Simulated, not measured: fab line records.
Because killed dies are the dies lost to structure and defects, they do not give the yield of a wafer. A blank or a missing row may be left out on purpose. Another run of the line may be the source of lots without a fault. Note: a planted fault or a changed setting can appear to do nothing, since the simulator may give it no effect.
Chamber matching + flow nandHarc + NHARC_A_BLC_DESCUM_15 on rieDiel-05 has 4 sister chambers
The step chemistry O2, time 3 s. 22 wafers are shown with their chamber, then 11 later ones without.

WAFERS, EACH WITH ITS CHAMBER
| wafer  | chamber | drypumpMotorCurrentA (A) | rfVppV (V) | throttleValvePct (%) |
|--------|---------|--------------------------|------------|----------------------|
| L075.1 | 1       | 5.9                      | 58.6       | 11.306               |
| L075.2 | 2       | 5.9                      | 56.7       | 11.313               |
| L075.4 | 3       | 5.8                      | 59.2       | 11.305               |
| L074.3 | 1       | 5.9                      | 57.5       | 11.320               |
| L074.4 | 2       | 5.9                      | 57.3       | 11.304               |
| L074.6 | 2       | 5.9                      | 57.4       | 11.320               |
| L076.1 | 0       | 5.8                      | 58.2       | 11.312               |
| L076.4 | 1       | 5.9                      | 58.9       | 11.319               |
| L076.6 | 0       | 5.8                      | 55.8       | 11.303               |
| L077.1 | 3       | 5.8                      | 59.1       | 11.315               |
| L077.3 | 2       | 5.9                      | 56.7       | 11.313               |
| L077.5 | 2       | 5.9                      | 56.2       | 11.314               |
| L082.1 | 2       | 5.9                      | 58.6       | 11.311               |
| L082.2 | 3       | 5.8                      | 58.5       | 11.316               |
| L082.6 | 3       | 5.8                      | 59.0       | 11.317               |
| L081.2 | 0       | 5.8                      | 58.6       | 11.315               |
| L081.5 | 1       | 5.9                      | 58.2       | 11.320               |
| L081.6 | 0       | 5.8                      | 56.4       | 11.318               |
| L085.1 | 0       | 5.8                      | 56.9       | 11.300               |
| L085.2 | 1       | 5.8                      | 58.5       | 11.316               |
| L085.5 | 3       | 5.8                      | 58.2       | 11.319               |
| L086.2 | 1       | 5.9                      | 56.5       | 11.309               |

SIGNATURES (averages over the wafers above)
| reading              | chamber 0 | chamber 1 | chamber 2 | chamber 3 | scatter within a chamber |
|----------------------|-----------|-----------|-----------|-----------|--------------------------|
| drypumpMotorCurrentA | 5.800     | 5.883     | 5.900     | 5.800     | 0.0215                   |
| rfVppV               | 57.180    | 58.033    | 57.150    | 58.800    | 0.877                    |
| throttleValvePct     | 11.30960  | 11.31500  | 11.31250  | 11.31440  | 0.00614                  |
Rule: a wafer's distance from a chamber is the root of the sum, over the readings, of the square of ((its reading less the chamber's mean) divided by the reading's scatter). If the next closest chamber is less than 2 further off than the closest, the wafer can't be placed; otherwise it belongs to the closest. The scatter is the square root of a quotient: the sum, over the shown wafers, of each reading's squared deviation from its chamber's mean, divided by wafers minus chambers.

WAFERS WHOSE CHAMBER IS MISSING
| wafer  | drypumpMotorCurrentA (A) | rfVppV (V) | throttleValvePct (%) |
|--------|--------------------------|------------|----------------------|
| L086.4 | 5.9                      | 57.5       | 11.312               |
| L086.6 | 6.0                      | 56.6       | 11.317               |
| L090.2 | 5.9                      | 57.3       | 11.298               |
| L090.3 | 5.8                      | 58.5       | 11.317               |
| L090.4 | 5.8                      | 57.5       | 11.317               |
| L091.2 | 5.9                      | 58.8       | 11.300               |
| L091.4 | 5.7                      | 58.2       | 11.319               |
| L091.5 | 5.9                      | 56.9       | 11.303               |
| L095.1 | 5.8                      | 54.9       | 11.321               |
| L095.3 | 5.8                      | 56.7       | 11.315               |
| L095.5 | 5.8                      | 58.5       | 11.308               |

WHICH CHAMBER EACH ONE RAN IN
| wafer  | from the rows above     | in truth |
|--------|-------------------------|----------|
| L086.4 | can't be placed: 2 or 1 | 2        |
| L086.6 | can't be placed: 2 or 1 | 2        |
| L090.2 | can't be placed: 2 or 1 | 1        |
| L090.3 | can't be placed: 3 or 0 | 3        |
| L090.4 | can't be placed: 0 or 3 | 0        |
| L091.2 | can't be placed: 1 or 2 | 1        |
| L091.4 | can't be placed: 3 or 0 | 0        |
| L091.5 | can't be placed: 2 or 1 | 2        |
| L095.1 | can't be placed: 0 or 3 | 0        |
| L095.3 | can't be placed: 0 or 3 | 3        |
| L095.5 | can't be placed: 3 or 0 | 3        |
Placed correctly: 0 of 11. Cannot be placed on the basis of these rows: 11; the candidates contain the true chamber in 11. Wrongly placed: 0.
